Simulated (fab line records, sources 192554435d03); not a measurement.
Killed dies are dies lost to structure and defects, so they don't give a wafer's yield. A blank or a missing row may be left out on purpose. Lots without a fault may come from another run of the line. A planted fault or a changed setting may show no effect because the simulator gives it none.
Chamber matching | flow n5_finfet | N5_GATE_CUT_STRIP_42 on rie_diel-06: 4 sister chambers
The step strips in O2. 4 wafers are shown with their chamber, then 10 later ones without.

WAFERS WITH THEIR CHAMBER
wafer  | chamber | showerhead_plenum_p_Torr (Torr)
L084.4 | 2       | 2.12
L084.6 | 0       | 2.20
L087.2 | 3       | 1.98
L087.4 | 1       | 2.06

WAFERS WITHOUT THEIR CHAMBER
wafer  | showerhead_plenum_p_Torr (Torr)
L087.6 | 2.06
L088.2 | 2.12
L088.5 | 2.19
L088.6 | 2.06
L092.1 | 1.98
L092.2 | 2.12
L092.5 | 2.12
L097.3 | 2.11
L097.4 | 2.05
L097.5 | 1.97

WHICH CHAMBER EACH WENT THROUGH
wafer  | from the rows above | in truth
L087.6 | 1                   | 1
L088.2 | 2                   | 2
L088.5 | 0                   | 0
L088.6 | 1                   | 1
L092.1 | 3                   | 3
L092.2 | 2                   | 2
L092.5 | 2                   | 2
L097.3 | 2                   | 2
L097.4 | 1                   | 1
L097.5 | 3                   | 3
Placed correctly: 10 of 10. Can't be placed from these rows: 0. Placed wrongly: 0.
How it was worked out, from the rows above alone: a wafer's distance from a chamber is the root of the sum, over the readings, of the square of ((its reading less the chamber's mean) divided by the reading's scatter). The wafer belongs to the nearest chamber; if the next one is less than 2 further off, it can't be placed. A chamber's mean is the mean of its shown wafers. The scatter: with one shown wafer a chamber, the root of the mean of the squares of how far each hidden wafer lies from its nearest shown one.
